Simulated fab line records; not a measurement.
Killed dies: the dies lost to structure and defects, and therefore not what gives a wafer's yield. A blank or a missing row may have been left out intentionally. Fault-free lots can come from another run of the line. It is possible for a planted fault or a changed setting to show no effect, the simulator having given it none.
Chamber matching | flow nand harc | NHARC_A_STAIRCASE_ETCH_236 on rie diel-08 has 4 sister chambers
The step etches the open film in C4F8/O2, target depth 100 nm, time 40.5 s. 8 wafers are shown with their chamber, then 6 later ones without.

== WAFERS, EACH WITH ITS CHAMBER ==
wafer  | chamber | rf vpp V (V) | oes product au (a.u.)
L775.3 | 0       | 902          | 0.933
L775.5 | 2       | 901          | 0.964
L775.6 | 3       | 889          | 0.943
L777.4 | 1       | 893          | 0.969
L777.5 | 1       | 893          | 0.972
L777.6 | 0       | 904          | 0.948
L784.1 | 3       | 890          | 0.948
L784.2 | 2       | 901          | 0.961

== WAFERS WHOSE CHAMBER IS MISSING ==
wafer  | rf vpp V (V) | oes product au (a.u.)
L793.1 | 900          | 0.949
L793.2 | 891          | 0.960
L793.6 | 893          | 0.962
L794.3 | 901          | 0.942
L794.4 | 901          | 0.965
L794.5 | 902          | 0.947

== WHICH CHAMBER EACH ONE RAN IN ==
wafer  | from the rows above     | in truth
L793.1 | can't be placed: 2 or 0 | 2
L793.2 | can't be placed: 1 or 3 | 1
L793.6 | 1                       | 1
L794.3 | can't be placed: 0 or 2 | 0
L794.4 | 2                       | 2
L794.5 | can't be placed: 0 or 2 | 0
Correct placement for 2 of the 6. Can't be placed from these rows: 4 (the true chamber is among the candidates in 4). Number placed wrongly: 0.
How it was worked out, from the rows above alone: a wafer's distance from a chamber is the root of the sum, over the readings, of the square of ((its reading less the chamber's mean) divided by the reading's scatter). If the next closest chamber is less than 2 further off than the closest, the wafer can't be placed; otherwise it belongs to the closest. The mean given for a chamber averages the wafers shown for that chamber. The scatter: the root of (the sum of the squares of (reading less its chamber's mean) over the shown wafers, divided by (wafers less chambers)).
